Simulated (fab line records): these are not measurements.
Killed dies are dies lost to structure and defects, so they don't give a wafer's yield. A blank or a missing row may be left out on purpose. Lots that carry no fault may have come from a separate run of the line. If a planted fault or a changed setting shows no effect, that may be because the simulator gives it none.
Chamber matching    flow n5Finfet    N5_BEOL_M1_DEP_57 on pecvd-02: 3 sister chambers
The step deposits SiCN from 3MS/NH3, target thk 8 nm, time 14 s. 3 wafers are shown with their chamber, then 11 later ones without.

EACH WAFER AND ITS CHAMBER
wafer   chamber  showerheadPlenumPTorr (Torr)
L085.4  1        3.661
L085.5  0        3.646
L091.1  2        3.671

WAFERS WITH NO CHAMBER GIVEN
wafer   showerheadPlenumPTorr (Torr)
L091.3  3.657
L091.6  3.655
L093.2  3.645
L093.3  3.662
L093.6  3.672
L096.1  3.651
L096.3  3.678
L096.6  3.658
L097.2  3.664
L097.3  3.652
L097.5  3.666

EACH ONE'S CHAMBER
wafer   from the rows above      in truth
L091.3  can't be placed: 1 or 0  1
L091.6  can't be placed: 1 or 0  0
L093.2  0                        0
L093.3  can't be placed: 1 or 2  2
L093.6  2                        2
L096.1  can't be placed: 0 or 1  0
L096.3  2                        2
L096.6  1                        1
L097.2  can't be placed: 1 or 2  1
L097.3  can't be placed: 0 or 1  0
L097.5  can't be placed: 1 or 2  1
Correctly placed: 4 of 11. Not placeable from these rows: 7 (in 7, the candidates include the true chamber). Number placed wrongly: 0.
How it was worked out, from the rows above alone: a wafer's distance from a chamber is the root of the sum, over the readings, of the square of ((its reading less the chamber's mean) divided by the reading's scatter). If the next closest chamber is less than 2 further off than the closest, the wafer can't be placed; otherwise it belongs to the closest. Each chamber's mean is taken over the wafers shown for it. The scatter (one wafer shown for each chamber): square how far every hidden wafer sits from the nearest shown wafer, average those squares and take the square root.
